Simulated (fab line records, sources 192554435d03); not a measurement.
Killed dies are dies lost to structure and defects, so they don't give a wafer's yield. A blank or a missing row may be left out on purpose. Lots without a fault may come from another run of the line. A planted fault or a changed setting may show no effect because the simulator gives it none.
A struck lot beside a sound one | flow n5_finfet | 16 steps out of a route of 1938
Sound: wafers L419.2, L419.3, L419.5. Struck: wafer L427.5. (L427.1, L427.6 of the same lot were not struck and are left out.) The cause comes at the end.
At each step with rows: each side's tool, then ch and its chambers, then its first start. Under that, the readings that differ: sound wafers | struck wafers | difference of the means | sigmas: that difference in standard deviations of wafers without a fault.
alike: readings whose means differ by less than 2 such deviations, and words and numbers that are the same on both sides. not compared: withheld readings, readings that some wafer has no value for, bounds like >300 that may hide the same value, and numbers for which the record gives no deviation and whose values overlap.
The two part at a step that has a row with sigmas, a row that says differs or no value, or rows on one side only. Numbers that don't overlap but have no deviation are shown without sigmas and don't part them. A reading that every wafer of one side lacks parts them only if that side has two wafers or more.

first, 7 steps without rows for these wafers: N5_BEOL_M2_COAT_76 (time 60 s, resist thk 5 nm); N5_BEOL_M2_COAT_22 (resist thk 30 nm); N5_BEOL_M2_EBR_24; N5_BEOL_M2_SOFTBAKE_23 (time 60 s); N5_BEOL_M2_EXPOSE_25 (exposes mask V1, defocus 5 nm); N5_BEOL_M2_PEB_26 (peb time 60 s); N5_BEOL_M2_DEVELOP_27 (develop time 30 s).
N5_BEOL_M2_CD_MEAS_28: target cd 26.2 nm, target cd y 24.1 nm.
  sound on cd_sem-01 ch 0, day 8 23:01; struck on cd_sem-03 ch 0, day 11 03:23
  alike: cd_nm
N5_BEOL_M2_OVL_MEAS_29:
  sound on overlay-01 ch 0, day 8 23:03; struck on overlay-02 ch 0, day 11 03:25
  alike: V1_OVL
N5_BEOL_M2_INSPECT_30: inspects for defects (brightfield).
  sound on defect_inspect-01, day 8 23:06; struck on defect_inspect-02, day 11 03:28
  alike: raw_defect_count
N5_BEOL_M2_DESCUM_33: chemistry O2, time 7 s.
  sound on rie_diel-04 ch 0,2, day 8 23:08; struck on rie_diel-04 ch 0, day 11 03:31
  alike: drypump_motor_current_A, oes_product_au, rf_vpp_V, showerhead_plenum_p_Torr, throttle_valve_pct
  not compared: rf_hours_counter_h
N5_BEOL_M2_ETCH_77: etches underlayer in N2/H2, target depth 6.5 nm, time 5.2 s.
  sound on rie_diel-04 ch 0,2, day 8 23:10; struck on rie_diel-04 ch 0, day 11 03:32
  reading               | sound          | struck | difference | sigmas
  etch_rf_on_time_s (s) | 5.11 5.14 5.13 | 5.27   | +0.14      | +2
  alike: drypump_motor_current_A, oes_product_au, rf_vpp_V, showerhead_plenum_p_Torr, throttle_valve_pct
  not compared: rf_hours_counter_h
N5_BEOL_M2_ETCH_69: etches SiARC in CF4, target depth 15.6 nm, time 26 s.
  sound on rie_diel-04 ch 0,2, day 8 23:11; struck on rie_diel-04 ch 0, day 11 03:34
  reading               | sound          | struck | difference | sigmas
  etch_rf_on_time_s (s) | 25.8 26.2 25.6 | 36.8   | +10.9      | +30
  alike: cf4_flow_sccm, drypump_motor_current_A, oes_product_au, rf_vpp_V, showerhead_plenum_p_Torr, throttle_valve_pct
  not compared: rf_hours_counter_h
N5_BEOL_M2_ALD_98: deposits SiO2, target thk 2.5 nm, pulse time 1 s, co reactant pulse time 1 s.
  sound on ald_sin-03 ch 1,2,3, day 8 23:31; struck on ald_sin-02 ch 2, day 11 03:38
  alike: heater_power_outer_w, heater_power_w, precursor_pulse_height_rel
  not compared: since_wet_clean_h
-- the record jumps here: 2 days lie between the struck wafers' starts before and after (it left off in module BEOL_M2 and takes up again in module BEOL_M4, whose first step shown is number 1111 of the route) --
N5_BEOL_M4_RC_MEAS_101:
  sound on prober-01 ch 0, day 11 05:23; struck on prober-02 ch 0, day 13 11:42
  reading        | sound             | struck | difference | sigmas
  IOFF_P (nA/um) | 0.235 0.223 0.222 | 0.167  | -0.060     | -2
  ION_P (uA/um)  | 470 477 471       | 448    | -25        | -4
  VT_P (mV)      | -248 -249 -247    | -260   | -12        | -4
  alike: DIBL_N, DIBL_P, IOFF_N, ION_N, SS_N, SS_P, VT_N
-- the record jumps here: 5 days lie between the struck wafers' starts before and after (it left off in module BEOL_M4 and takes up again in module PASSIVATION, whose first step shown is number 1936 of the route) --
N5_PASSIVATION_PROBE_49:
  sound on prober-02, day 15 21:28; struck on prober-01, day 18 06:39
  alike: defect_limited_yield, killed_at_M0_to_M3, killed_at_M4_up, killed_at_contacts, killed_at_front_end, killed_at_other, killed_dies, killed_open, killed_short, sort_bin_5_function, sort_bin_6_memory, sort_bin_8_speed, sort_n_pass, sort_yield_pct

WHERE THEY PART
First at N5_BEOL_M2_ETCH_77; last, within this record, at N5_BEOL_M4_RC_MEAS_101. Later steps at which nothing parts them and some readings are alike: N5_PASSIVATION_PROBE_49.

WHY: what the simulator had put in
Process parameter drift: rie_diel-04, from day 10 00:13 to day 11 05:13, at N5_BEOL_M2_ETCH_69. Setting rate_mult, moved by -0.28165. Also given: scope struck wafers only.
